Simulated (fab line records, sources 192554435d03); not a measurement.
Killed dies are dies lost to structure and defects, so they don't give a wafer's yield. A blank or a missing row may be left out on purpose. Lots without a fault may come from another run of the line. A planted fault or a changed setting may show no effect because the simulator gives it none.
Which tool did it? | flow n5_finfet | 10 lots, 30 wafers sampled, at 4 steps of a route of 1938

WHAT THE GAUGES READ, wafer by wafer
N5_BEOL_M13_CD_MEAS_28: target cd 209.5 nm. Usual: cd_nm 209.2 nm, standard deviation 1.9.
lot  | measured     | on        | cd_nm (nm)        | flag
L888 | day 13 14:47 | cd_sem-03 | 210.3 210.1 210.2 |
L893 | day 14 22:50 | cd_sem-02 | 208.3 209.9 207.7 |
L894 | day 15 04:50 | cd_sem-02 | 211.4 211.1 210.1 |
L892 | day 15 14:05 | cd_sem-01 | 212.8 209.9 210.9 |
L901 | day 17 06:28 | cd_sem-01 | 207.9 206.9 207.7 |
L906 | day 18 15:22 | cd_sem-01 | 211.2 212.1 211.6 |
L907 | day 18 21:05 | cd_sem-02 | 205.4 208.0 207.6 |
L910 | day 19 10:31 | cd_sem-01 | 206.2 207.4 204.9 |
L909 | day 19 11:10 | cd_sem-03 | 211.7 210.0 209.5 |
L908 | day 21 00:20 | cd_sem-01 | 208.6 210.4 210.1 |

N5_BEOL_M13_INSPECT_30: inspects for defects (macro). Usual: raw_defect_count 2.1, standard deviation 1.5.
lot  | measured     | on                | raw_defect_count | flag
L888 | day 13 14:50 | defect_inspect-02 | 4 1 2            |
L893 | day 14 22:54 | defect_inspect-01 | 2 7 0            |
L894 | day 15 04:53 | defect_inspect-02 | 1 3 3            |
L892 | day 15 14:08 | defect_inspect-02 | 2 4 1            |
L901 | day 17 06:31 | defect_inspect-02 | 3 2 296          | OFF
L906 | day 18 15:26 | defect_inspect-01 | 3 0 1            |
L907 | day 18 21:09 | defect_inspect-02 | 3 0 1            |
L910 | day 19 10:35 | defect_inspect-02 | 0 3 0            |
L909 | day 19 11:13 | defect_inspect-02 | 1 3 0            |
L908 | day 21 00:23 | defect_inspect-01 | 3 4 1            |

WHICH TOOL RAN EACH LOT (tool, then ch and the chambers of the sampled wafers, then the start)
lot  | N5_BEOL_M12_CMP_49            | N5_BEOL_M13_STRIP_71
L888 | cmp-01 ch 0,1,2, day 13 12:47 | wet_bench-01 ch 0,6,7, day 13 14:17
L893 | cmp-04 ch 0,2, day 14 20:52   | wet_bench-01 ch 3,6,7, day 14 22:26
L894 | cmp-03 ch 1,3, day 15 02:55   | wet_bench-04 ch 1,5,6, day 15 04:27
L892 | cmp-04 ch 1,2,3, day 15 11:40 | wet_bench-01 ch 3,5,7, day 15 13:34
L901 | cmp-04 ch 1,2, day 17 04:17   | wet_bench-01 ch 0,2,7, day 17 06:05
L906 | cmp-03 ch 0,1,3, day 18 13:28 | wet_bench-03 ch 3,6,7, day 18 14:59
L907 | cmp-04 ch 0,2,3, day 18 19:05 | wet_bench-04 ch 1,2,5, day 18 20:35
L910 | cmp-01 ch 0,1,2, day 19 08:31 | wet_bench-03 ch 2,3,6, day 19 10:01
L909 | cmp-03 ch 0,1,3, day 19 09:09 | wet_bench-04 ch 0,2,7, day 19 10:39
L908 | cmp-01 ch 1,2,3, day 20 22:19 | wet_bench-01 ch 1,2,5, day 20 23:55
- N5_BEOL_M12_CMP_49: polishes, stops on SiOC, t overpolish 20.6 s, target thk 320 nm.
- N5_BEOL_M13_STRIP_71: strips in post etch residue remover, time 60 s.

WHAT THE TOOLS THEMSELVES READ (means of the sampled wafers that have a number; where no wafer has one, the mark that the record gives instead)
N5_BEOL_M12_CMP_49. Usual: barrier_field_endpoint_s 30.8 s, standard deviation 1; edge_zone_pressure_frac 1.001, standard deviation 0.0046; motor_current_A 6.0 A, standard deviation 0.52; overpolish_run_s 20.600 s, standard deviation 0.0087; pad_life_wafers 1061, standard deviation 500; slurry_flow_ml_min 150.0, standard deviation 0.49.
lot  | tool   | barrier_field_endpoint_s (s) | edge_zone_pressure_frac | motor_current_A (A) | overpolish_run_s (s) | pad_life_wafers | slurry_flow_ml_min | flag
L888 | cmp-01 | 30.0                         | 1.001                   | 6.1                 | 20.608               | 1472            | 149.8              |
L893 | cmp-04 | 30.3                         | 0.998                   | 6.2                 | 20.607               | 902             | 149.4              |
L894 | cmp-03 | 31.8                         | 0.997                   | 5.8                 | 20.596               | 469             | 149.7              |
L892 | cmp-04 | 29.5                         | 1.000                   | 6.0                 | 20.605               | 1040            | 150.1              |
L901 | cmp-04 | 29.1                         | 1.003                   | 6.1                 | 20.602               | 1368            | 150.0              |
L906 | cmp-03 | 31.5                         | 1.002                   | 5.8                 | 20.595               | 1118            | 150.0              |
L907 | cmp-04 | 30.8                         | 0.999                   | 6.2                 | 20.603               | 1663            | 150.1              |
L910 | cmp-01 | 30.2                         | 0.995                   | 6.0                 | 20.600               | 374             | 150.3              |
L909 | cmp-03 | 31.7                         | 1.003                   | 5.8                 | 20.593               | 1297            | 150.0              |
L908 | cmp-01 | 31.6                         | 0.999                   | 6.1                 | 20.599               | 650             | 149.6              |

N5_BEOL_M13_STRIP_71. Usual: temp_c 25.01 C, standard deviation 0.11.
lot  | tool         | temp_c (C) | flag
L888 | wet_bench-01 | 24.97      |
L893 | wet_bench-01 | 24.92      |
L894 | wet_bench-04 | 24.99      |
L892 | wet_bench-01 | 25.00      |
L901 | wet_bench-01 | 25.01      |
L906 | wet_bench-03 | 24.96      |
L907 | wet_bench-04 | 25.07      |
L910 | wet_bench-03 | 25.02      |
L909 | wet_bench-04 | 25.07      |
L908 | wet_bench-01 | 24.96      |

THE ANSWER, worked out from the rows above alone
Rule: a lot is off if the mean of its wafers that have a number lies more than 3 standard deviations from the usual mean. A lot without any number at a reading at which 4 lots or more have one is off too. The other lots that the step has rows for count as sound. The gauges are gone through in route order, then the tools' own readings, and for those a lot's mean is taken as printed above. The first step at which some lot is off is used, and at that step the reading that is off furthest; a lot without a number counts as furthest.
Off: L901, at N5_BEOL_M13_INSPECT_30 (raw_defect_count).
A tool fits if, at a process step before that reading, it ran every lot that is off, and no sound lot after the first of them. The gauges at N5_BEOL_M13_INSPECT_30 are tried like those tools. None of those tried fits.

WHAT THE SIMULATOR HAD PUT IN
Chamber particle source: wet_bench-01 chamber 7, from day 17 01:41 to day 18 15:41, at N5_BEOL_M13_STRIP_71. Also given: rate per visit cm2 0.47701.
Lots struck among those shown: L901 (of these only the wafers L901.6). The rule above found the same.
